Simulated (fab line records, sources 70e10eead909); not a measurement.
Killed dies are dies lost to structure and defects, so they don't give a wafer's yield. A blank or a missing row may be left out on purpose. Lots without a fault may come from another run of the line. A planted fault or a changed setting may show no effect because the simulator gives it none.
fab line records | flow nand_harc
record lots=24 wafers=72 last_day=33
route steps=1302 shown A_BLC@1125 A_M0@1161 A_M1@1180
lots that met no fault: from a run of the same line without faults
start_h: hours from the record's first day to the start of the lot's first wafer shown | wait_h: hours since the lot's step before | " the same as in the row above | L1.1+2: a row that stands for several wafers | - no value, or no start given | * or withheld: withheld | < > ~ a bound
route shown NAME@n: a module of which the file shows steps, and the number in the route of the first | usual: mean/standard deviation of fault-free wafers | same: alike in all rows | chamber/n: place in a boat | sites: the reading at each site | _std_site: their standard deviation | _edge_site: outer sites' mean less inner sites' | radius_mm: how far each site lies from the wafer's centre | mask NAME#n: copy n | behind: the tool/chamber that last shaped the wafer | hold: why the lot was held/for how many hours/how that ended | device: the transistor (n, p or np) that didn't switch | end of line: the same wafers' tests at the end of the route | a step without rows: its recipe alone | killed: dies lost to structure and defects at the first sort, not the wafer's yield | map: a wafer's dies, x killed, . not, _ none there
set.NAME: the setting as run; set.NAME@STEP: as run at that earlier step | model.NAME: the simulator's own value behind a step, which no gauge read
steps of the route over a sample of lots; a table a step, a row a wafer
services: from which hour (start_h, from the record's first day; less than 0 if before it) a tool's chamber was out of use, for how many hours, and why
## steps
# step NHARC_A_BLC_STRIP_29
# recipe cf4_flow_sccm=150 ar_flow_sccm=0 bias_w=0 chemistry=CF4
# usual drypump_motor_current_A=5.8/0.44 oes_product_au=1.000/0.008 rf_vpp_V=59.1/1 showerhead_plenum_p_Torr=1.73/0.055 throttle_valve_pct=13.284/0.0091
# columns lot.wafer tool chamber start_h wait_h drypump_motor_current_A oes_product_au rf_hours_counter_h rf_vpp_V showerhead_plenum_p_Torr throttle_valve_pct
L074.4 rie_diel-06 1 526.94 0.1 6.0 1.015 2 58.6 1.64 13.290
L074.6 " 0 " " 6.2 0.997 - 58.9 1.71 13.293
L074.5 " 1 " " 6.0 1.006 - 57.7 1.64 13.282
L076.2 rie_diel-06 0 545.60 0.1 6.3 0.995 4 59.8 1.71 13.308
L076.1 " 2 " " 6.0 1.003 4 59.7 1.78 13.284
L076.6 " 0 " " 6.3 0.999 - 59.1 1.71 13.283
L075.4 rie_diel-06 2 547.14 0.1 6.0 1.009 4 58.5 1.78 13.277
L075.3 " 3 " " 5.3 0.995 4 59.5 1.77 13.287
L075.6 " 1 " " 5.9 1.016 - 56.3 1.64 13.286
L077.3 rie_diel-13 1 548.12 0.1 5.0 0.993 1 59.4 1.74 13.266
L077.5 " 3 " " 5.1 0.995 - 58.6 1.75 13.288
L077.6 " 0 " " 5.7 1.002 - 58.0 1.69 13.275
L078.4 rie_diel-03 3 556.09 0.1 6.2 0.981 27 61.1 1.83 13.307
L078.3 " 1 " " 6.3 0.992 32 59.4 1.72 13.275
L078.5 " 0 " " 6.0 1.019 - 59.2 1.74 13.295
L079.4 rie_diel-03 1 561.43 0.1 6.3 1.000 34 58.2 1.72 13.280
L079.2 " 3 " " 6.2 1.001 28 59.4 1.83 13.292
L079.5 " 2 " " 6.0 1.004 - 60.5 1.86 13.273
L080.2 rie_diel-13 1 562.77 0.1 5.0 0.996 3 59.6 1.74 13.289
L080.3 " 2 " " 6.2 1.004 2 58.5 1.68 13.274
L080.1 " 3 " " 5.1 1.013 2 59.0 1.75 13.283
L082.4 rie_diel-13 3 592.09 0.1 5.1 1.006 3 58.8 1.75 13.273
L082.3 " 2 " " 6.2 0.998 4 59.2 1.67 13.271
L082.5 " 3 " " 5.1 0.989 - 57.7 1.75 13.279
L081.3 rie_diel-13 3 595.03 0.1 5.1 0.998 4 57.9 1.75 13.295
L081.1 " 0 " " 5.7 1.002 4 57.8 1.69 13.296
L081.5 " 3 " " 5.1 1.001 - 59.3 1.75 13.272
L085.2 rie_diel-13 0 616.42 0.1 5.7 1.003 5 60.2 1.69 13.286
L085.6 " 3 " " 5.1 1.008 - 57.1 1.75 13.274
L085.5 " 0 " " 5.7 1.011 - 59.5 1.69 13.270
L084.4 rie_diel-06 0 619.05 0.1 6.2 1.007 11 59.2 1.70 13.286
L084.2 " 1 " " 6.0 1.022 12 57.4 1.64 13.282
L084.6 " 0 " " 6.2 1.008 - 59.5 1.70 13.288
L083.3 rie_diel-03 1 630.37 0.1 6.3 0.975 60 59.5 1.72 13.285
L083.4 " 3 " " 6.2 1.018 - 60.3 1.82 13.287
L083.6 " 1 " " 6.3 0.981 - 59.6 1.72 13.289
L086.2 rie_diel-06 0 638.83 0.1 6.2 1.005 13 58.9 1.70 13.275
L086.4 " 1 " " 6.0 1.003 13 58.4 1.64 13.284
L086.1 " 2 " " 6.0 1.000 12 59.6 1.78 13.286
L087.3 rie_diel-06 3 645.29 0.1 5.3 1.006 12 59.6 1.77 13.275
L087.6 " 1 " " 6.0 1.015 - 59.7 1.64 13.295
L087.5 " 2 " " 6.0 0.998 - 59.9 1.77 13.285
L090.4 rie_diel-06 2 670.65 0.1 6.0 0.998 0 58.9 1.77 13.280
L090.3 " 3 " " 5.3 1.000 0 58.6 1.77 13.290
L090.6 " 1 " " 6.0 0.994 - 59.1 1.64 13.291
L091.2 rie_diel-06 0 671.27 0.1 6.2 1.005 0 60.7 1.70 13.280
L091.1 " 1 " " 6.0 0.999 0 57.6 1.64 13.297
L091.4 " 2 " " 6.0 0.997 0 60.1 1.77 13.280
L089.3 rie_diel-03 2 676.62 0.1 6.0 1.000 12 59.1 1.84 13.284
L089.1 " 3 " " 6.2 1.005 12 59.9 1.82 13.267
L089.5 " 3 " " 6.2 1.003 - 61.4 1.82 13.290
L088.4 rie_diel-13 3 684.10 0.1 5.1 1.004 9 59.4 1.75 13.279
L088.3 " 1 " " 5.0 0.992 11 59.9 1.73 13.281
L088.5 " 0 " " 5.7 0.999 - 57.9 1.69 13.282
L092.3 rie_diel-06 2 698.51 0.1 6.0 0.996 3 59.4 1.77 13.264
L092.1 " 0 " " 6.2 0.992 2 60.0 1.70 13.281
L092.5 " 3 " " 5.3 0.994 - 58.6 1.77 13.299
L093.4 rie_diel-13 1 711.35 0.1 5.0 0.996 0 58.1 1.73 13.284
L093.6 " 0 " " 5.7 1.007 - 59.2 1.69 13.292
L093.5 " 1 " " 5.0 1.007 - 59.5 1.73 13.286
L094.3 rie_diel-13 2 712.84 0.1 6.2 1.007 1 59.4 1.67 13.284
L094.1 " 3 " " 5.1 1.001 1 59.7 1.74 13.290
L094.2 " 0 " " 5.7 0.995 1 58.4 1.69 13.302
L095.4 rie_diel-13 1 726.72 0.1 5.0 1.004 1 60.5 1.73 13.297
L095.1 " 2 " " 6.2 0.994 1 59.4 1.67 13.275
L095.6 " 3 " " 5.1 0.991 - 59.3 1.74 13.272
L096.2 rie_diel-03 2 743.11 0.1 6.0 1.007 36 60.9 1.84 13.289
L096.6 " 3 " " 6.2 0.989 - 60.5 1.81 13.276
L096.5 " 0 " " 6.1 1.007 - 58.7 1.73 13.288
L097.3 rie_diel-06 3 745.37 0.1 5.3 1.002 8 59.5 1.77 13.295
L097.2 " 2 " " 6.0 1.003 8 60.4 1.77 13.292
L097.5 " 0 " " 6.3 0.988 - 58.0 1.70 13.289
# step NHARC_A_BLC_STRIP_21
# recipe o2_flow_sccm=500 ar_flow_sccm=0 bias_w=0 chemistry=O2
# usual drypump_motor_current_A=5.8/0.44 oes_product_au=1.000/0.0082 rf_vpp_V=57.6/0.84 showerhead_plenum_p_Torr=3.45/0.11 throttle_valve_pct=17.036/0.0089
# columns lot.wafer tool chamber start_h wait_h drypump_motor_current_A oes_product_au rf_hours_counter_h rf_vpp_V showerhead_plenum_p_Torr throttle_valve_pct
L074.4 rie_diel-06 0 527.06 0.1 6.3 1.002 2 57.2 3.41 17.050
L074.5 " 1 " " 6.0 1.008 - 58.0 3.27 17.035
L074.6 " 2 " " 6.0 0.999 - 56.2 3.55 17.029
L076.1 rie_diel-06 0 545.70 0.1 6.3 1.002 4 54.8 3.40 17.031
L076.2 " 1 " " 6.0 1.004 4 56.0 3.27 17.038
L076.6 " 1 " " 6.0 1.009 - 58.2 3.27 17.041
L075.4 rie_diel-06 0 547.24 0.1 6.3 0.998 5 57.2 3.40 17.041
L075.3 " 3 " " 5.3 0.997 4 59.3 3.53 17.033
L075.6 " 1 " " 6.0 1.007 - 56.1 3.27 17.042
L077.3 rie_diel-13 2 548.24 0.1 6.2 0.994 1 56.9 3.34 17.043
L077.6 " 3 " " 5.1 1.002 - 57.7 3.49 17.032
L077.5 " 0 " " 5.7 1.003 - 56.9 3.38 17.025
L078.4 rie_diel-03 3 556.20 0.1 6.2 0.997 27 58.2 3.64 17.054
L078.3 " 0 " " 6.1 1.016 31 58.1 3.47 17.031
L078.5 " 0 " " 6.1 1.005 - 57.2 3.47 17.044
L079.2 rie_diel-03 2 561.54 0.1 6.0 1.012 31 57.9 3.70 17.030
L079.4 " 3 " " 6.2 0.983 28 57.6 3.64 17.028
L079.5 " 2 " " 6.0 1.010 - 58.8 3.70 17.048
L080.3 rie_diel-13 2 562.89 0.1 6.2 1.008 2 57.1 3.34 17.029
L080.1 " 3 " " 5.0 0.993 2 58.8 3.49 17.033
L080.2 " 0 " " 5.8 0.993 2 57.6 3.38 17.032
L082.3 rie_diel-13 3 592.20 0.1 5.1 0.986 3 58.0 3.48 17.043
L082.4 " 0 " " 5.7 1.002 4 58.8 3.38 17.022
L082.5 " 0 " " 5.8 1.006 - 58.4 3.38 17.044
L081.1 rie_diel-13 1 595.13 0.1 5.1 0.990 5 57.5 3.46 17.045
L081.3 " 0 " " 5.7 0.999 4 57.2 3.38 17.042
L081.5 " 2 " " 6.2 0.999 - 55.9 3.34 17.034
L085.2 rie_diel-13 2 616.54 0.1 6.2 1.007 5 57.1 3.34 17.044
L085.6 " 3 " " 5.1 1.006 - 57.4 3.48 17.031
L085.5 " 0 " " 5.7 1.008 - 56.9 3.38 17.035
L084.2 rie_diel-06 2 619.14 0.1 6.0 0.997 10 57.8 3.54 17.030
L084.4 " 3 " " 5.3 1.007 10 58.1 3.53 17.029
L084.6 " 2 " " 6.0 0.997 - 57.0 3.54 17.031
L083.3 rie_diel-03 3 630.48 0.1 6.2 1.010 53 58.0 3.63 17.033
L083.4 " 3 " " 6.2 1.005 - 58.8 3.63 17.040
L083.6 " 1 " " 6.3 0.992 - 57.9 3.42 17.028
L086.1 rie_diel-06 3 638.95 0.1 5.3 0.997 12 60.2 3.53 17.030
L086.2 " 0 " " 6.3 0.990 13 57.9 3.40 17.047
L086.4 " 1 " " 6.0 0.984 13 56.9 3.27 17.041
L087.3 rie_diel-06 3 645.39 0.1 5.3 0.996 12 57.1 3.53 17.036
L087.6 " 1 " " 6.0 1.002 - 56.0 3.27 17.039
L087.5 " 2 " " 6.0 0.996 - 58.1 3.54 17.052
L090.3 rie_diel-06 3 670.76 0.1 5.3 1.001 0 58.9 3.53 17.036
L090.4 " 0 " " 6.3 1.009 0 56.1 3.40 17.040
L090.6 " 2 " " 6.0 1.003 - 58.0 3.54 17.032
L091.4 rie_diel-06 1 671.38 0.1 6.0 1.000 0 56.8 3.27 17.029
L091.2 " 2 " " 6.0 1.011 0 57.2 3.54 17.028
L091.1 " 3 " " 5.3 0.998 0 57.7 3.53 17.047
L089.1 rie_diel-03 3 676.76 0.1 6.2 1.010 12 57.1 3.62 17.041
L089.3 " 1 " " 6.3 1.000 12 58.8 3.42 17.031
L089.5 " 3 " " 6.2 1.002 - 57.3 3.62 17.028
L088.3 rie_diel-13 1 684.22 0.1 5.0 0.977 11 57.6 3.46 17.028
L088.4 " 2 " " 6.2 1.003 10 57.8 3.34 17.015
L088.5 " 0 " " 5.7 0.999 - 57.0 3.38 17.031
L092.1 rie_diel-06 2 698.63 0.1 6.0 0.989 3 58.8 3.54 17.047
L092.3 " 0 " " 6.3 0.991 2 58.0 3.40 17.026
L092.5 " 2 " " 6.0 1.001 - 58.0 3.54 17.049
L093.4 rie_diel-13 0 711.45 0.1 5.8 1.004 0 55.9 3.38 17.013
L093.6 " 0 " " 5.8 1.010 - 56.7 3.38 17.029
L093.5 " 1 " " 5.0 0.997 - 58.4 3.46 17.038
L094.3 rie_diel-13 0 712.95 0.1 5.7 1.001 1 57.5 3.37 17.044
L094.2 " 2 " " 6.2 0.998 1 57.3 3.34 17.039
L094.1 " 3 " " 5.1 1.000 1 58.2 3.48 17.028
L095.4 rie_diel-13 2 726.81 0.1 6.2 1.003 1 57.3 3.34 17.040
L095.1 " 1 " " 5.0 1.006 1 57.2 3.46 17.032
L095.6 " 3 " " 5.1 0.994 - 58.1 3.48 17.028
L096.2 rie_diel-03 0 743.18 0.1 6.1 1.015 10 57.8 3.45 17.022
L096.6 " 0 " " 6.1 1.012 - 57.5 3.45 17.061
L096.5 " 1 " " 6.3 0.998 - 57.1 3.40 17.037
L097.2 rie_diel-06 0 745.49 0.1 6.3 1.000 6 55.9 3.39 17.038
L097.3 " 1 " " 6.0 1.000 7 56.7 3.26 17.022
L097.5 " 3 " " 5.3 1.001 - 58.7 3.52 17.050
# step NHARC_A_BLC_PVD_32
# recipe target_thk_a=50 chamber_pressure_pa=5 power_w=5000 substrate_temp_c=200 time_s=17.7 material=Ti
# usual throttle_valve_pct=29.6/1.1
# columns lot.wafer tool chamber start_h wait_h throttle_valve_pct
L074.4 pvd_sputter-02 - - - 29.5
L074.5 " - " " 28.2
L074.6 " - " " 29.2
L076.1 pvd_sputter-01 - - - 30.5
L076.2 " - " " 29.6
L076.6 " - " " 29.3
L075.4 pvd_sputter-03 - - - 28.1
L075.3 " - " " 29.0
L075.6 " - " " 28.9
L077.3 pvd_sputter-01 - - - 29.5
L077.6 " - " " 29.8
L077.5 " - " " 30.3
L078.3 pvd_sputter-03 - - - 30.0
L078.4 " - " " 28.3
L078.5 " - " " 28.3
L079.4 pvd_sputter-02 - - - 28.2
L079.2 " - " " 29.6
L079.5 " - " " 28.3
L080.3 pvd_sputter-03 - - - 28.4
L080.1 " - " " 28.9
L080.2 " - " " 30.0
L082.4 pvd_sputter-01 - - - 30.6
L082.3 " - " " 29.6
L082.5 " - " " 30.1
L081.1 pvd_sputter-01 - - - 30.1
L081.3 " - " " 31.6
L081.5 " - " " 30.8
L085.2 pvd_sputter-02 - - - 29.6
L085.5 " - " " 28.5
L085.6 " - " " 29.4
L084.2 pvd_sputter-02 - - - 29.4
L084.4 " - " " 29.5
L084.6 " - " " 29.6
L083.4 pvd_sputter-03 - - - 28.3
L083.3 " - " " 28.4
L083.6 " - " " 30.2
L086.1 pvd_sputter-01 - - - 29.7
L086.2 " - " " 30.6
L086.4 " - " " 29.9
L087.3 pvd_sputter-01 - - - 29.7
L087.5 " - " " 30.5
L087.6 " - " " 30.1
L090.3 pvd_sputter-01 - - - 31.8
L090.4 " - " " 29.3
L090.6 " - " " 31.6
L091.2 pvd_sputter-03 - - - 28.3
L091.1 " - " " 28.3
L091.4 " - " " 30.3
L089.3 pvd_sputter-02 - - - 29.8
L089.1 " - " " 28.8
L089.5 " - " " 29.9
L088.4 pvd_sputter-01 - - - 30.4
L088.3 " - " " 29.5
L088.5 " - " " 30.0
L092.1 pvd_sputter-03 - - - 28.3
L092.3 " - " " 28.2
L092.5 " - " " 28.3
L093.4 pvd_sputter-01 - - - 29.7
L093.5 " - " " 31.4
L093.6 " - " " 29.5
L094.1 pvd_sputter-02 - - - 28.2
L094.3 " - " " 28.8
L094.2 " - " " 30.0
L095.4 pvd_sputter-03 - - - 29.4
L095.1 " - " " 29.7
L095.6 " - " " 29.0
L096.2 pvd_sputter-02 - - - 28.0
L096.6 " - " " 28.7
L096.5 " - " " 29.7
L097.2 pvd_sputter-01 - - - 29.7
L097.3 " - " " 31.8
L097.5 " - " " 30.7
# step NHARC_A_M0_ANNEAL_30
# recipe temp_c=225 time_s=90
# usual anneal_temp_c=225.02/0.18 wafer_temp_C_max=225.86/0.26
# columns lot.wafer tool chamber start_h wait_h anneal_temp_c wafer_temp_C_max
L074.4 rtp_anneal-01 0 531.69 0.4 225.27 225.90
L074.5 " 0 " " 225.20 225.91
L074.6 " 0 " " 225.28 226.69
L076.1 rtp_anneal-02 0 550.11 0.3 224.74 225.68
L076.2 " 0 " " 224.95 225.90
L076.6 " 0 " " 224.81 226.01
L075.3 rtp_anneal-01 0 551.75 0.3 224.82 225.82
L075.4 " 0 " " 224.75 225.92
L075.6 " 0 " " 224.85 226.21
L077.3 rtp_anneal-02 0 552.92 0.4 225.33 225.69
L077.5 " 0 " " 225.24 225.53
L077.6 " 0 " " 225.13 225.73
L078.3 rtp_anneal-02 0 561.26 - 224.66 225.63
L078.4 " 0 " " 224.74 225.81
L078.5 " 0 " " 224.97 226.35
L079.2 rtp_anneal-02 0 566.14 0.3 224.93 225.99
L079.4 " 0 " " 224.82 225.40
L079.5 " 0 " " 224.68 225.61
L080.1 rtp_anneal-02 0 567.45 - 225.13 225.89
L080.2 " 0 " " 225.34 225.77
L080.3 " 0 " " 225.23 225.55
L082.3 rtp_anneal-01 0 596.73 - 225.10 226.09
L082.4 " 0 " " 225.15 226.19
L082.5 " 0 " " 224.97 226.04
L081.1 rtp_anneal-02 0 599.72 0.3 225.09 225.29
L081.3 " 0 " " 225.00 225.95
L081.5 " 0 " " 225.00 225.68
L085.2 rtp_anneal-01 0 621.25 0.3 224.75 226.14
L085.5 " 0 " " 224.88 225.92
L085.6 " 0 " " 225.06 226.01
L084.2 rtp_anneal-02 0 623.70 - 225.29 225.54
L084.4 " 0 " " 225.03 225.33
L084.6 " 0 " " 225.19 225.52
L083.3 rtp_anneal-01 0 635.02 0.3 224.96 226.11
L083.4 " 0 " " 225.08 226.10
L083.6 " 0 " " 224.82 226.04
L086.1 rtp_anneal-01 0 643.67 0.3 224.79 226.29
L086.2 " 0 " " 224.92 225.81
L086.4 " 0 " " 224.79 225.90
L087.3 rtp_anneal-02 0 650.40 - 225.34 225.83
L087.5 " 0 " " 225.27 225.86
L087.6 " 0 " " 225.18 225.86
L090.3 rtp_anneal-01 0 675.38 0.3 225.18 226.10
L090.4 " 0 " " 225.35 225.99
L090.6 " 0 " " 225.08 226.03
L091.1 rtp_anneal-02 0 676.09 0.3 225.23 225.68
L091.2 " 0 " " 225.29 225.65
L091.4 " 0 " " 225.30 225.93
L089.1 rtp_anneal-02 0 681.33 0.3 225.01 225.92
L089.3 " 0 " " 224.78 225.55
L089.5 " 0 " " 225.04 225.80
L088.3 rtp_anneal-01 0 688.85 0.3 224.87 225.97
L088.4 " 0 " " 224.57 226.42
L088.5 " 0 " " 224.99 225.76
L092.1 rtp_anneal-02 0 703.17 0.3 224.93 226.19
L092.3 " 0 " " 224.83 225.64
L092.5 " 0 " " 224.79 226.10
L093.4 rtp_anneal-02 0 716.14 - 224.91 225.60
L093.5 " 0 " " 225.00 225.71
L093.6 " 0 " " 224.95 225.41
L094.1 rtp_anneal-02 0 717.49 0.3 225.00 225.61
L094.2 " 0 " " 224.89 225.70
L094.3 " 0 " " 225.13 225.85
L095.1 rtp_anneal-01 0 731.25 0.3 224.88 226.13
L095.4 " 0 " " 225.11 225.87
L095.6 " 0 " " 224.80 225.86
L096.2 rtp_anneal-01 0 749.45 - 225.08 226.00
L096.5 " 0 " " 225.08 225.75
L096.6 " 0 " " 225.20 225.83
L097.2 rtp_anneal-01 0 750.08 - 225.07 226.11
L097.3 " 0 " " 224.87 225.84
L097.5 " 0 " " 225.02 225.59
# step NHARC_A_M0_PRE_CLEAN_31
# recipe time_s=12 temp_c=370 rf_power_w=300 gas=NH3
# usual heater_power_w=613/69 susceptor_temp_C=370.02/0.21
# columns lot.wafer tool chamber start_h wait_h heater_power_w since_wet_clean_h susceptor_temp_C
L074.5 pecvd-03 0 532.45 0.1 487 - 370.04
L074.6 " 1 " " 571 - 369.95
L074.4 " 2 " " 824 - 369.78
L076.1 pecvd-04 1 550.99 0.1 593 55 370.52
L076.2 " 0 " " 617 55 369.74
L076.6 " 1 " " 600 - 370.11
L075.3 pecvd-04 2 552.54 0.1 596 56 370.15
L075.6 " 1 " " 577 - 369.93
L075.4 " 2 " " 609 - 369.91
L077.3 pecvd-04 2 553.70 0.1 625 58 369.39
L077.5 " 2 " " 631 - 369.72
L077.6 " 0 " " 534 - 369.57
L078.3 pecvd-02 2 562.07 0.1 569 141 370.03
L078.5 " 0 " " 564 - 370.08
L078.4 " 2 " " 565 - 369.85
L079.2 pecvd-04 0 566.97 0.1 532 71 370.25
L079.4 " 0 " " 541 - 369.95
L079.5 " 1 " " 603 - 370.06
L080.1 pecvd-04 1 568.33 0.1 676 72 370.08
L080.2 " 2 " " 574 72 370.22
L080.3 " 0 " " 589 72 369.86
L082.3 pecvd-04 1 597.53 0.1 687 101 369.92
L082.4 " 0 " " 623 - 370.06
L082.5 " 1 " " 699 - 369.76
L081.1 pecvd-03 1 600.61 0.1 598 41 370.17
L081.3 " 0 " " 512 41 370.01
L081.5 " 1 " " 596 - 370.33
L085.2 pecvd-02 2 622.11 0.1 513 20 370.13
L085.6 " 1 " " 556 - 369.87
L085.5 " 2 " " 503 - 369.88
L084.2 pecvd-03 0 624.55 0.1 470 65 369.79
L084.6 " 1 " " 675 - 370.23
L084.4 " 2 " " 710 - 370.20
L083.4 pecvd-04 2 635.84 0.1 622 - 370.09
L083.3 " 1 " " 619 - 370.22
L083.6 " 2 " " 641 - 370.14
L086.1 pecvd-02 0 644.55 0.1 651 42 369.90
L086.2 " 1 " " 678 42 370.31
L086.4 " 0 " " 644 - 369.81
L087.3 pecvd-04 1 651.20 0.1 665 155 369.90
L087.5 " 2 " " 572 - 370.17
L087.6 " 1 " " 674 - 370.04
L090.3 pecvd-02 1 676.30 0.2 598 74 370.23
L090.6 " 2 " " 527 - 369.99
L090.4 " 1 " " 598 - 370.03
L091.2 pecvd-02 1 676.97 0.1 592 75 370.19
L091.1 " 0 " " 619 75 370.24
L091.4 " 0 " " 627 - 369.94
L089.3 pecvd-03 1 682.53 0.1 649 123 369.48
L089.1 " 2 " " 786 123 369.64
L089.5 " 0 " " 558 - 369.72
L088.3 pecvd-04 2 689.64 0.1 518 13 370.22
L088.4 " 2 " " 515 - 370.29
L088.5 " 1 " " 671 - 369.74
L092.3 pecvd-03 2 704.35 0.1 758 144 370.06
L092.1 " 1 " " 652 144 370.02
L092.5 " 1 " " 660 - 369.95
L093.4 pecvd-02 0 716.93 0.1 607 - 370.22
L093.5 " 1 " " 614 - 369.93
L093.6 " 0 " " 616 - 370.17
L094.3 pecvd-03 2 718.37 0.1 754 158 369.98
L094.2 " 0 " " 570 158 370.26
L094.1 " 1 " " 618 158 370.00
L095.1 pecvd-02 1 732.13 0.1 598 130 370.04
L095.4 " 1 " " 601 - 370.27
L095.6 " 2 " " 485 - 370.05
L096.2 pecvd-02 2 750.56 0.1 570 148 369.90
L096.5 " 1 " " 666 - 370.06
L096.6 " 2 " " 550 - 370.28
L097.3 pecvd-04 2 751.18 0.1 599 74 369.85
L097.2 " 1 " " 727 74 369.87
L097.5 " 1 " " 721 - 370.44
# step NHARC_A_M1_OVL_MEAS_10
# recipe pitch_nm=240
# usual overlay_x_nm=-0.3/1 overlay_y_nm=-0.1/0.8
# columns lot.wafer tool chamber start_h wait_h overlay_x_nm overlay_y_nm
L074.4 overlay-02 - 533.83 - -1.1 1.6
L074.5 " - " " -1.4 1.8
L074.6 " - " " -2.1 1.5
L076.1 overlay-01 - 552.40 - -0.9 0.4
L076.2 " - " " -0.8 0.3
L076.6 " - " " -0.7 0.9
L075.3 overlay-02 - 553.80 - -1.7 -0.8
L075.4 " - " " -1.8 -0.9
L075.6 " - " " -1.7 -0.4
L077.3 overlay-02 - 555.17 - 0.0 -0.1
L077.5 " - " " 0.1 0.4
L077.6 " - " " 0.3 0.2
L078.3 overlay-02 - 563.46 - 0.8 0.2
L078.4 " - " " 0.5 0.1
L078.5 " - " " 0.7 0.0
L079.2 overlay-01 - 568.39 - 0.8 0.0
L079.4 " - " " 1.1 0.2
L079.5 " - " " 1.2 0.5
L080.1 overlay-02 - 569.63 - -0.6 0.5
L080.2 " - " " -1.2 0.9
L080.3 " - " " -0.5 0.9
L082.3 overlay-01 - 598.79 - 0.9 -1.1
L082.4 " - " " 1.3 -1.5
L082.5 " - " " 1.5 -0.5
L081.1 overlay-02 - 601.89 - -1.2 -0.5
L081.3 " - " " -1.0 0.1
L081.5 " - " " -0.8 -0.5
L085.2 overlay-02 - 623.49 - 1.3 0.0
L085.5 " - " " 0.9 -0.3
L085.6 " - " " 0.6 0.2
L084.2 overlay-02 - 625.94 - -0.5 -0.9
L084.4 " - " " -1.0 -0.5
L084.6 " - " " -0.3 -0.6
L083.3 overlay-01 - 637.39 - -0.5 0.3
L083.4 " - " " -1.8 -0.1
L083.6 " - " " -1.0 -0.7
L086.1 overlay-01 - 646.01 - -0.4 -0.5
L086.2 " - " " -0.8 -0.2
L086.4 " - " " -0.5 -0.1
L087.3 overlay-02 - 652.48 - 0.1 -1.5
L087.5 " - " " -1.1 -1.8
L087.6 " - " " -0.6 -1.8
L090.3 overlay-02 - 677.58 - 0.6 -1.9
L090.4 " - " " 0.4 -1.8
L090.6 " - " " 0.6 -1.3
L091.1 overlay-02 - 678.24 - 0.3 0.1
L091.2 " - " " 0.0 0.4
L091.4 " - " " 0.5 0.5
L089.1 overlay-01 - 683.95 - 0.4 -0.3
L089.3 " - " " 0.9 0.9
L089.5 " - " " 0.5 0.2
L088.3 overlay-02 - 691.05 - -1.0 -1.2
L088.4 " - " " -1.3 -1.4
L088.5 " - " " -1.7 -1.3
L092.1 overlay-02 - 705.63 - -0.9 -0.1
L092.3 " - " " -0.3 0.1
L092.5 " - " " -1.1 0.2
L093.4 overlay-02 - 718.45 - -1.5 -0.1
L093.5 " - " " -1.6 0.3
L093.6 " - " " -1.7 0.2
L094.1 overlay-01 - 719.69 - 0.8 -0.2
L094.2 " - " " 0.9 -0.4
L094.3 " - " " 0.8 -0.1
L095.1 overlay-02 - 733.40 - -1.5 0.7
L095.4 " - " " -1.6 0.7
L095.6 " - " " -1.8 0.4
L096.2 overlay-02 - 752.14 - 1.0 0.7
L096.5 " - " " 0.5 1.3
L096.6 " - " " 0.0 0.9
L097.2 overlay-02 - 752.60 - 0.6 -1.6
L097.3 " - " " 0.3 -0.9
L097.5 " - " " 0.7 -1.0
## services
# columns tool chamber start_h hours kind
rie_diel-13 - 519.00 9.0 pm
pecvd-02 - 551.95 0.9 repair
pecvd-02 - 560.78 1.1 repair
pvd_sputter-01 - 566.03 1.9 repair
rie_diel-13 2 578.29 4.9 repair
pvd_sputter-01 - 582.06 10.0 pm
pecvd-02 - 589.11 13.0 pm
pvd_sputter-01 - 599.46 2.5 repair
rie_diel-03 2 599.68 6.0 repair
pecvd-02 2 616.48 5.6 repair
rie_diel-13 0 629.70 9.9 repair
pecvd-04 0 631.17 13.1 repair
pecvd-02 0 634.40 9.0 repair
rie_diel-03 - 635.46 9.0 pm
rie_diel-06 - 661.25 9.0 pm
pecvd-04 - 664.09 13.0 pm
rie_diel-06 1 671.98 1.8 repair
rie_diel-03 2 695.95 1.3 repair
rie_diel-13 - 696.00 9.0 pm
rie_diel-03 2 714.45 2.8 repair
rie_diel-06 0 728.62 2.7 repair
pecvd-04 - 731.23 0.5 repair
rie_diel-13 - 741.53 2.2 repair
rtp_anneal-02 - 744.00 12.0 pm
## key
fault none
